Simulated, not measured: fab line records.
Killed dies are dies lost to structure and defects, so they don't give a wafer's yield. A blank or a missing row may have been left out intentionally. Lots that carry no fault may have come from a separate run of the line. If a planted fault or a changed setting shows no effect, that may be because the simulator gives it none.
Which tool was responsible? | flow nand harc | 6 lots with 18 wafers sampled at 5 steps, on a route of 1159 steps

== WHAT THE GAUGES SHOWED, per wafer ==
NHARC_END_SORT_01.
lot | measured | on | killed at array

== TOOL THAT RAN EACH LOT (tool first, then ch and the chambers of the sampled wafers, then the start) ==
lot  | NHARC_A_SLIT_DEP_00           | NHARC_A_WL_FILL_RTA_01           | NHARC_A_WL_FILL_ETCHBACK_05       | NHARC_A_WL_FILL_ETCHBACK_16
L680 | acl dep-03 ch 0, day 15 05:46 | rtp anneal-02 ch 0, day 15 21:26 | rie metal-03 ch 0, day 16 02:05   | rie diel-04 ch 0,1,2, day 16 12:37
L681 | acl dep-01 ch 0, day 15 17:50 | rtp anneal-02 ch 0, day 16 05:14 | rie metal-01 ch 0,1, day 16 09:24 | rie diel-04 ch 1,2, day 16 19:35
L690 | acl dep-01 ch 0, day 17 07:46 | rtp anneal-02 ch 0, day 17 22:07 | rie metal-01 ch 0,1, day 18 04:58 | rie diel-04 ch 0,2, day 18 13:50
L692 | acl dep-01 ch 0, day 17 20:29 | rtp anneal-01 ch 0, day 18 10:58 | rie metal-03 ch 0,1, day 18 16:47 | rie diel-07 ch 0,1,2, day 19 00:02
L698 | acl dep-03 ch 0, day 19 19:52 | rtp anneal-02 ch 0, day 20 09:59 | rie metal-02 ch 0,1, day 20 16:23 | rie diel-07 ch 0,1,3, day 21 02:46
L697 | acl dep-02 ch 0, day 19 20:32 | rtp anneal-02 ch 0, day 20 10:22 | rie metal-02 ch 0, day 20 19:09   | rie diel-06 ch 0,1,2, day 21 03:52
- NHARC_A_SLIT_DEP_00: deposits aC, target thk 3200 nm.
- NHARC_A_WL_FILL_RTA_01: time 5 s.
- NHARC_A_WL_FILL_ETCHBACK_05: etches the open film in Cl2/BCl3, target depth 22 nm, time 60 s.
- NHARC_A_WL_FILL_ETCHBACK_16: etches the open film in C4F8/O2/Ar, target depth 88 nm, time 17.6 s.

== THE ANSWER, worked out from the rows above alone ==
Rule: what is usual is taken from the lots themselves. Put in order of their means at a reading, lots are off if they are a third of the lots or fewer, leave a main group of 4 or more, and stand apart from it by a gap of 3 or more times the standard deviation of the main group's means; of several such gaps the widest counts. A main group whose means are all the same, to the digits that the tables above print for the reading, isn't used. A lot without any number at a reading at which 4 lots or more have one is off too. Where the step has rows for the other lots, those lots are counted as sound.
Nothing can be told from this: no lot is off at any reading shown.

== WHAT THE SIMULATOR HAD INSERTED ==
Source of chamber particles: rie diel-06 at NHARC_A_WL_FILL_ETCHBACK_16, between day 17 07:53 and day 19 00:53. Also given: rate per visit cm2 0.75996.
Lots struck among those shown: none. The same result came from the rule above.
